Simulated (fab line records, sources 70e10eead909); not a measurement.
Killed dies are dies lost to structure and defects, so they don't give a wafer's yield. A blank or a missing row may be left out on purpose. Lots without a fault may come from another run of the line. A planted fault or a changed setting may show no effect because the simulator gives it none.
fab line records | flow nand_harc
record lots=12 wafers=36 last_day=34
route steps=1302 shown A_CONTACT@983 END@1302
lots that met no fault: from a run of the same line without faults
start_h: hours from the record's first day to the start of the lot's first wafer shown | wait_h: hours since the lot's step before | " the same as in the row above | L1.1+2: a row that stands for several wafers | - no value, or no start given | * or withheld: withheld | < > ~ a bound
route shown NAME@n: a module of which the file shows steps, and the number in the route of the first | usual: mean/standard deviation of fault-free wafers | same: alike in all rows | chamber/n: place in a boat | sites: the reading at each site | _std_site: their standard deviation | _edge_site: outer sites' mean less inner sites' | radius_mm: how far each site lies from the wafer's centre | mask NAME#n: copy n | behind: the tool/chamber that last shaped the wafer | hold: why the lot was held/for how many hours/how that ended | device: the transistor (n, p or np) that didn't switch | end of line: the same wafers' tests at the end of the route | a step without rows: its recipe alone | killed: dies lost to structure and defects at the first sort, not the wafer's yield | map: a wafer's dies, x killed, . not, _ none there
set.NAME: the setting as run; set.NAME@STEP: as run at that earlier step | model.NAME: the simulator's own value behind a step, which no gauge read
steps of the route over a sample of lots; a table a step, a row a wafer
services: from which hour (start_h, from the record's first day; less than 0 if before it) a tool's chamber was out of use, for how many hours, and why
## steps
# step NHARC_A_CONTACT_DEP_24
# recipe target_thk_a=5000 temp_c=400 pressure_torr=6.5 rf_w=900 teos_flow_sccm=161.4 flow_sccm=2650 target_thk_nm=500 gas=O2 material=SiO2
# usual heater_power_w=616/130 mfc_precursor_sccm=161.3/0.46 rf_fwd_power_W=898.7/2.6 throttle_valve_pct=15.9/0.56
# columns lot.wafer tool chamber start_h wait_h heater_power_w mfc_precursor_sccm rf_fwd_power_W throttle_valve_pct
L278.3 pecvd-04 1 494.75 0.1 473 161.2 900.1 16.2
L278.1 " 2 " " 781 161.6 896.4 15.5
L278.5 " 0 " " 429 161.3 897.0 14.9
L279.3 pecvd-02 1 494.80 0.1 647 161.7 897.9 16.1
L279.1 " 2 " " 661 162.2 901.4 15.0
L279.4 " 1 " " 505 162.0 898.1 16.2
L288.3 pecvd-04 2 577.03 0.1 740 162.5 896.6 15.7
L288.2 " 1 " " 551 162.2 895.2 16.1
L288.6 " 0 " " 474 161.7 899.7 15.0
L289.6 pecvd-04 1 591.74 0.5 592 161.1 896.7 16.3
L289.5 " 2 " " 771 161.2 898.8 15.6
L289.4 " 0 " " 492 161.2 897.6 15.2
L292.3 pecvd-01 2 628.60 0.1 443 161.6 893.9 16.4
L292.6 " 0 " " 616 161.3 898.1 15.6
L292.4 " 1 " " 762 161.3 903.0 16.3
L295.1 pecvd-01 1 652.84 0.1 843 160.5 895.9 16.3
L295.6 " 1 " " 661 160.9 895.9 16.4
L295.4 " 0 " " 585 161.9 901.1 15.5
L294.2 pecvd-02 0 652.98 0.1 773 161.3 901.3 16.4
L294.3 " 2 " " 632 161.9 895.2 15.6
L294.6 " 1 " " 532 161.1 898.1 16.2
L297.3 pecvd-04 1 661.00 0.1 555 161.3 893.4 16.2
L297.2 " 2 " " 711 160.9 898.2 15.7
L297.4 " 0 " " 469 161.4 903.9 14.6
L298.6 pecvd-04 1 673.22 0.2 428 161.4 900.4 16.0
L298.4 " 2 " " 774 161.3 900.8 15.9
L298.5 " 0 " " 521 160.5 899.8 15.1
L300.1 pecvd-04 2 698.24 0.1 651 160.6 901.1 15.7
L300.5 " 2 " " 698 160.9 898.4 15.8
L300.4 " 1 " " 452 160.9 902.5 16.7
L299.2 pecvd-02 0 698.44 0.1 836 161.4 893.7 16.2
L299.5 " 2 " " 619 160.6 900.6 15.7
L299.4 " 1 " " 626 161.0 901.8 16.2
L301.3 pecvd-02 1 723.00 0.1 479 160.9 897.7 16.4
L301.1 " 2 " " 625 161.2 896.0 15.8
L301.5 " 2 " " 627 161.2 900.3 15.8
# step NHARC_A_CONTACT_DEP_28
# recipe target_thk_a=70000 temp_c=400 material=aC
# usual throttle_valve_pct=35.000/0.0091
# columns lot.wafer tool chamber start_h wait_h throttle_valve_pct
L278.1 acl_dep-02 0 495.35 0.1 35.002
L278.3 " 0 496.76 1.5 34.991
L278.5 " 0 498.17 2.9 34.995
L279.1 acl_dep-01 0 496.47 1.1 34.995
L279.3 " 0 497.90 2.5 35.001
L279.4 " 0 " " 34.990
L288.2 acl_dep-02 0 578.35 0.8 34.999
L288.3 " 0 " " 35.011
L288.6 " 0 581.18 3.6 34.996
L289.4 acl_dep-02 0 597.07 5.0 34.991
L289.5 " 0 " " 34.993
L289.6 " 0 " " 34.999
L292.3 acl_dep-01 0 630.63 1.5 34.986
L292.4 " 0 " " 34.998
L292.6 " 0 632.77 3.6 34.980
L295.1 acl_dep-02 0 653.44 0.1 35.008
L295.4 " 0 655.58 2.2 35.008
L295.6 " 0 657.01 3.6 35.002
L294.2 acl_dep-01 0 654.33 0.8 35.003
L294.3 " 0 " " 34.995
L294.6 " 0 657.14 3.6 35.007
L297.2 acl_dep-02 0 662.31 0.8 34.987
L297.3 " 0 " " 34.999
L297.4 " 0 " " 35.001
L298.4 acl_dep-01 0 675.74 2.2 35.013
L298.5 " 0 " " 34.987
L298.6 " 0 " " 35.005
L300.1 acl_dep-01 0 698.84 0.1 34.994
L300.4 " 0 700.93 2.1 35.013
L300.5 " 0 " " 34.996
L299.2 acl_dep-02 0 700.43 1.5 34.998
L299.4 " 0 701.86 2.9 35.007
L299.5 " 0 " " 34.992
L301.1 acl_dep-01 0 723.54 0.1 34.999
L301.3 " 0 724.95 1.5 34.991
L301.5 " 0 726.36 2.9 34.994
# step NHARC_A_CONTACT_ETCH_51
# recipe target_depth_a=70000 over_etch_frac=0.3 time_s=1820 ion_energy_ev=150 o2_flow_sccm=400 cos_flow_sccm=20 ar_flow_sccm=0 rf_w=500 bias_w=300 chemistry=O2/COS
# usual cos_flow_sccm=19.99/0.062 drypump_motor_current_A=5.8/0.44 oes_product_au=0.999/0.0096 rf_fwd_power_W=500.0/1.5 rf_vpp_V=314.5/2.1 showerhead_plenum_p_Torr=3.14/0.13 throttle_valve_pct=28.331/0.0094
# columns lot.wafer tool chamber start_h wait_h cos_flow_sccm drypump_motor_current_A oes_product_au rf_fwd_power_W rf_hours_counter_h rf_vpp_V showerhead_plenum_p_Torr throttle_valve_pct
L278.3 rie_diel-02 2 - - 19.97 5.6 1.003 500.2 29 313.3 3.12 28.326
L278.1 " 3 " " 19.96 5.6 1.006 500.5 30 314.7 3.20 28.324
L278.5 " 3 " " 20.04 5.6 1.012 503.8 - 315.7 3.20 28.328
L279.3 rie_diel-08 0 - - 19.90 6.4 1.008 498.5 18 316.9 3.36 28.340
L279.1 " 1 " " 20.14 5.9 0.996 503.0 25 314.4 3.06 28.338
L279.4 " 3 " " 19.96 5.8 0.997 499.3 21 311.9 2.94 28.309
L288.2 rie_diel-04 2 - - 19.97 6.3 0.985 499.9 11 316.9 3.33 28.340
L288.3 " 3 " " 19.92 6.1 0.986 502.6 13 315.9 3.27 28.340
L288.6 " 1 " " 20.01 6.1 0.986 497.4 - 315.1 3.34 28.325
L289.4 rie_diel-02 0 - - 20.04 6.7 0.993 499.9 6 314.8 3.19 28.330
L289.6 " 2 " " 19.99 5.5 1.006 499.5 - 314.1 3.11 28.323
L289.5 " 3 " " 20.04 5.6 1.002 500.4 - 315.6 3.19 28.328
L292.3 rie_diel-08 2 - - 19.94 5.3 0.987 499.0 12 313.3 3.10 28.336
L292.4 " 3 " " 20.00 5.8 0.993 501.7 12 312.3 2.93 28.338
L292.6 " 2 " " 19.92 5.3 0.993 498.1 - 316.0 3.10 28.324
L294.2 rie_diel-04 2 - - 20.00 6.3 0.986 500.2 39 317.7 3.32 28.341
L294.3 " 0 " " 19.89 5.3 1.022 500.9 37 313.2 3.02 28.333
L294.6 " 3 " " 19.98 6.1 0.995 499.6 - 316.4 3.26 28.326
L295.1 rie_diel-08 1 - - 19.99 5.9 1.003 500.6 17 314.0 3.04 28.329
L295.6 " 3 " " 19.89 5.8 1.007 500.6 - 310.3 2.93 28.324
L295.4 " 1 " " 19.99 5.9 0.992 500.6 - 312.7 3.04 28.337
L297.4 rie_diel-02 1 - - 20.06 5.1 0.991 500.5 31 314.3 3.08 28.335
L297.3 " 2 " " 19.98 5.5 0.992 499.5 32 315.1 3.10 28.343
L297.2 " 3 " " 19.96 5.6 0.991 500.6 31 314.8 3.18 28.358
L298.4 rie_diel-08 3 680.29 0.6 20.04 5.8 1.005 498.0 - 310.6 2.93 28.344
L298.5 " 3 " " 19.96 5.8 1.015 501.1 - 312.0 2.93 28.330
L298.6 " 2 " " 20.03 5.3 0.988 500.7 - 313.6 3.10 28.319
L300.4 rie_diel-02 2 - - 19.92 5.5 0.993 500.0 41 315.4 3.09 28.316
L300.1 " 3 " " 19.99 5.6 1.004 497.5 40 316.0 3.17 28.318
L300.5 " 3 " " 20.10 5.6 0.998 500.0 - 315.8 3.17 28.320
L299.2 rie_diel-08 1 - - 19.93 5.9 1.007 500.6 22 313.1 3.04 28.305
L299.4 " 0 " " 20.07 6.4 1.023 499.6 17 317.3 3.35 28.330
L299.5 " 1 " " 19.89 5.9 1.000 499.2 - 313.9 3.04 28.319
L301.1 rie_diel-04 1 - - 19.91 6.0 1.004 498.7 4 318.4 3.31 28.319
L301.3 " 0 " " 19.97 5.3 0.993 499.7 4 313.2 3.01 28.336
L301.5 " 3 " " 20.03 6.1 0.991 502.8 - 314.9 3.25 28.327
# step NHARC_A_CONTACT_ETCH_113
# recipe source_w=withheld pressure_mtorr=20 bias_v=3000 time_s=190 target_depth_a=18500 ar_flow_sccm=withheld c4f8_flow_sccm=withheld o2_flow_sccm=withheld chemistry=C4F8/O2/Ar
# columns lot.wafer tool chamber start_h wait_h rf_hours_counter_h
L278.1 har_cap_etch-02 0 502.61 0.1 82
L278.3 " 1 " " -
L278.5 " 1 " " -
L279.1 har_cap_etch-03 0 503.86 0.2 48
L279.3 " 0 " " -
L279.4 " 1 " " -
L288.2 har_cap_etch-03 0 587.61 0.1 65
L288.3 " 1 " " -
L288.6 " 0 " " -
L289.4 har_cap_etch-01 0 605.53 0.7 -
L289.5 " 0 " " -
L289.6 " 1 " " -
L292.3 har_cap_etch-02 0 636.76 0.2 -
L292.4 " 1 " " -
L292.6 " 1 " " -
L294.2 har_cap_etch-03 1 661.05 0.1 77
L294.3 " 0 " " -
L294.6 " 0 " " -
L295.1 har_cap_etch-01 0 661.25 0.1 26
L295.4 " 0 " " -
L295.6 " 0 " " -
L297.2 har_cap_etch-03 1 671.83 0.1 80
L297.4 " 0 " " -
L297.3 " 1 " " -
L298.4 har_cap_etch-01 0 682.20 0.1 -
L298.6 " 0 " " -
L298.5 " 1 " " -
L300.1 har_cap_etch-03 1 706.12 0.1 87
L300.4 " 0 " " -
L300.5 " 1 " " -
L299.2 har_cap_etch-02 1 707.06 0.1 119
L299.4 " 0 " " -
L299.5 " 0 " " -
L301.1 har_cap_etch-03 1 731.45 0.1 91
L301.3 " 0 " " -
L301.5 " 0 " " -
# step NHARC_END_SORT_01
# recipe temp_c=25
# usual killed_at_array=56/19 killed_at_other=1.0/1.3 killed_at_periphery=3.8/2.2 killed_dies=61/19 killed_open=3.1/1.9 killed_short=2.3/1.5
# same gross_dies=677
# columns lot.wafer tool chamber start_h wait_h killed_at_array killed_at_other killed_at_periphery killed_dies killed_open killed_short
L288.2 prober-01 0 676.51 2.8 109 2 5 116 3 2
L288.3 prober-01 0 677.31 3.1 158 2 5 165 2 1
L288.6 prober-01 0 679.70 4.0 156 2 3 161 2 2
L289.4 prober-02 0 702.22 3.4 174 0 4 178 2 2
L289.5 prober-02 0 703.02 3.7 154 0 0 154 1 2
L289.6 prober-02 0 703.82 4.0 128 2 2 132 2 2
# killed by level:class
L288.2 A_CONTACT:unspecified=52 A_SLIT:chamber_film_flake=25 A_CHANNEL_HOLE_D2:chamber_film_flake=8 A_CHANNEL_HOLE_D1:chamber_film_flake=6 A_STAIRCASE:chamber_film_flake=4 A_CONTACT:chamber_film_flake=4 A_BLC:chamber_film_flake=3 A_ONON_D1:geometric_particle:open=2
L288.3 A_CONTACT:unspecified=94 A_SLIT:chamber_film_flake=34 A_CHANNEL_HOLE_D1:chamber_film_flake=11 A_CHANNEL_HOLE_D2:chamber_film_flake=7 A_STAIRCASE:chamber_film_flake=6 P_CONTACT:chamber_film_flake=2 A_CONTACT:chamber_film_flake=2 A_BLC:chamber_film_flake=2
L288.6 A_CONTACT:unspecified=105 A_SLIT:chamber_film_flake=28 A_CHANNEL_HOLE_D2:chamber_film_flake=8 A_STAIRCASE:chamber_film_flake=5 A_CONTACT:chamber_film_flake=3 THIN_TSV:chamber_film_flake=2 P_M1:geometric_particle:open=1 A_CHANNEL_FILL_D1:geometric_particle:open=1
L289.4 A_CONTACT:unspecified=105 A_CHANNEL_HOLE_D1:chamber_film_flake=28 A_SLIT:chamber_film_flake=28 A_WL_FILL:chamber_film_flake=5 A_CHANNEL_FILL_D1:chamber_film_flake=3 A_CONTACT:chamber_film_flake=2 P_STI:geometric_particle:short=1 P_M0:geometric_particle:open=1
L289.5 A_CONTACT:unspecified=96 A_CHANNEL_HOLE_D1:chamber_film_flake=29 A_SLIT:chamber_film_flake=21 A_CONTACT:chamber_film_flake=2 A_CHANNEL_FILL_D1:geometric_particle:short=1 A_DECK1_JOINT:geometric_particle:open=1 A_ONON_D2:geometric_particle:short=1 A_CHANNEL_FILL_D1:chamber_film_flake=1
L289.6 A_CONTACT:unspecified=55 A_CHANNEL_HOLE_D1:chamber_film_flake=30 A_SLIT:chamber_film_flake=28 A_WL_FILL:chamber_film_flake=4 A_CONTACT:chamber_film_flake=4 A_CHANNEL_FILL_D2:geometric_particle:open=2 A_STAIRCASE:chamber_film_flake=2 THIN_TSV:chamber_film_flake=2
## services
# columns tool chamber start_h hours kind
rie_diel-08 3 471.79 11.4 repair
rie_diel-08 - 498.20 0.6 repair
har_cap_etch-01 - 498.26 17.0 pm
pecvd-02 2 503.27 5.1 repair
pecvd-04 1 516.84 3.2 repair
har_cap_etch-02 - 535.22 0.4 repair
rie_diel-04 - 536.33 9.0 pm
rie_diel-08 - 545.53 9.0 pm
pecvd-04 - 546.50 3.0 repair
acl_dep-01 - 551.08 13.0 pm
pecvd-04 0 552.80 10.3 repair
pecvd-02 1 559.97 1.8 repair
rie_diel-02 - 574.52 9.0 pm
pecvd-02 - 589.25 13.0 pm
pecvd-02 - 608.80 0.5 repair
acl_dep-02 - 609.38 13.0 pm
pecvd-04 - 631.56 13.0 pm
rie_diel-08 1 666.00 16.1 repair
rie_diel-08 - 709.20 1.4 repair
rie_diel-04 - 711.55 0.3 repair
rie_diel-02 0 716.50 3.6 repair
rie_diel-02 3 717.51 2.5 repair
rie_diel-08 - 722.84 9.0 pm
pecvd-02 - 725.16 0.3 repair
## key
first_sign step=NHARC_END_SORT_01 reading=killed_at_array direction=up sigmas=4.8 usual=56 struck=146
effect step=NHARC_END_SORT_01 reading=killed_dies direction=up sigmas=4.8 usual=61 struck=151
more_kills_born_at NHARC_A_CONTACT_DEP_24@pecvd-04=507
met_at NHARC_A_CONTACT_DEP_24
struck_lots L288,L289
tester_left_out L288,L289
not_acting_at NHARC_A_CONTACT_DEP_28,NHARC_A_CONTACT_ETCH_51,NHARC_A_CONTACT_ETCH_113
onset_between 494.75 577.03
fault kind=chamber_particle_source tool=pecvd-04 chamber=- onset_h=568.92 steps=NHARC_A_CONTACT_DEP_24 rate_per_visit_cm2=1.826 end_h=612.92
# tester_left_out: of these lots the tester's yield and bins aren't shown, on N5 and GAA mostly nor the transistor test; their killed dies are dies lost to structure and defects alone, not to doping, threshold or leakage, so they don't give the yield
